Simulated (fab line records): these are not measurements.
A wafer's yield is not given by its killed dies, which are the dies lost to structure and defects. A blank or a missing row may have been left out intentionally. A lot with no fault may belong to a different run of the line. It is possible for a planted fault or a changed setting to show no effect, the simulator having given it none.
Matching of chambers | flow n5 finfet | pecvd-01 running N5_BEOL_M7_DEP_56: 3 sister chambers
The step deposits SiCN from 3MS/NH3, target thk 10 nm, time 17.5 s. 3 wafers are shown with their chamber, then 12 later ones without.

== WAFERS PAIRED WITH THEIR CHAMBERS ==
wafer  | chamber | throttle valve pct (%)
L083.5 | 0       | 8.87
L091.4 | 1       | 9.40
L091.5 | 2       | 8.80

== WAFERS WHOSE CHAMBER IS MISSING ==
wafer  | throttle valve pct (%)
L090.1 | 8.87
L090.4 | 8.87
L090.5 | 9.52
L095.1 | 9.41
L095.4 | 9.40
L095.6 | 8.81
L096.3 | 9.47
L096.5 | 9.54
L096.6 | 8.84
L097.1 | 8.89
L097.2 | 8.73
L097.5 | 9.16

== WHICH CHAMBER EACH WENT THROUGH ==
wafer  | from the rows above          | in truth
L090.1 | can't be placed: 0 or 2      | 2
L090.4 | can't be placed: 0 or 2      | 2
L090.5 | 1                            | 1
L095.1 | 1                            | 1
L095.4 | 1                            | 1
L095.6 | can't be placed: 2 or 0      | 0
L096.3 | 1                            | 1
L096.5 | 1                            | 1
L096.6 | can't be placed: 0 or 2      | 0
L097.1 | can't be placed: 0 or 2      | 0
L097.2 | can't be placed: 2 or 0      | 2
L097.5 | can't be placed: 1 or 0 or 2 | 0
Placed correctly: 5 of 12. Cannot be placed on the basis of these rows: 7; the candidates contain the true chamber in 7. Wrongly placed: 0.
How it was worked out, from the rows above alone: a wafer's distance from a chamber is the root of the sum, over the readings, of the square of ((its reading less the chamber's mean) divided by the reading's scatter). The wafer belongs to the nearest chamber; if the next one is less than 2 further off, it can't be placed. For every chamber, the mean is computed from those of its wafers that are shown. The scatter: root of mean squared gap, hidden wafer to nearest shown wafer, with one shown wafer a chamber.
